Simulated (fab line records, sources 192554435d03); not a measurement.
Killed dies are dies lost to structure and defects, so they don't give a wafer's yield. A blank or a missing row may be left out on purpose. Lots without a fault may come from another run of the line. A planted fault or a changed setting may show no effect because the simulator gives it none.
Chamber matching | flow n5_finfet | N5_BEOL_M11_ETCH_65 on rie_diel-06: 4 sister chambers
The step etches SiARC in CF4, target depth 39 nm, time 65 s. 4 wafers are shown with their chamber, then 8 later ones without.

WAFERS WITH THEIR CHAMBER
wafer  | chamber | showerhead_plenum_p_Torr (Torr)
L076.1 | 2       | 2.11
L090.4 | 0       | 2.08
L090.6 | 3       | 2.07
L092.1 | 1       | 2.24

WAFERS WITHOUT THEIR CHAMBER
wafer  | showerhead_plenum_p_Torr (Torr)
L092.2 | 2.07
L092.3 | 2.10
L092.4 | 2.08
L092.5 | 2.10
L092.6 | 2.24
L096.3 | 2.10
L096.4 | 2.07
L096.6 | 2.24

WHICH CHAMBER EACH WENT THROUGH
wafer  | from the rows above     | in truth
L092.2 | can't be placed: 3 or 0 | 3
L092.3 | can't be placed: 2 or 0 | 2
L092.4 | can't be placed: 0 or 3 | 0
L092.5 | can't be placed: 2 or 0 | 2
L092.6 | 1                       | 1
L096.3 | can't be placed: 2 or 0 | 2
L096.4 | can't be placed: 3 or 0 | 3
L096.6 | 1                       | 1
Placed correctly: 2 of 8. Can't be placed from these rows: 6 (the true chamber is among the candidates in 6). Placed wrongly: 0.
How it was worked out, from the rows above alone: a wafer's distance from a chamber is the root of the sum, over the readings, of the square of ((its reading less the chamber's mean) divided by the reading's scatter). The wafer belongs to the nearest chamber; if the next one is less than 2 further off, it can't be placed. A chamber's mean is the mean of its shown wafers. The scatter: with one shown wafer a chamber, the root of the mean of the squares of how far each hidden wafer lies from its nearest shown one.
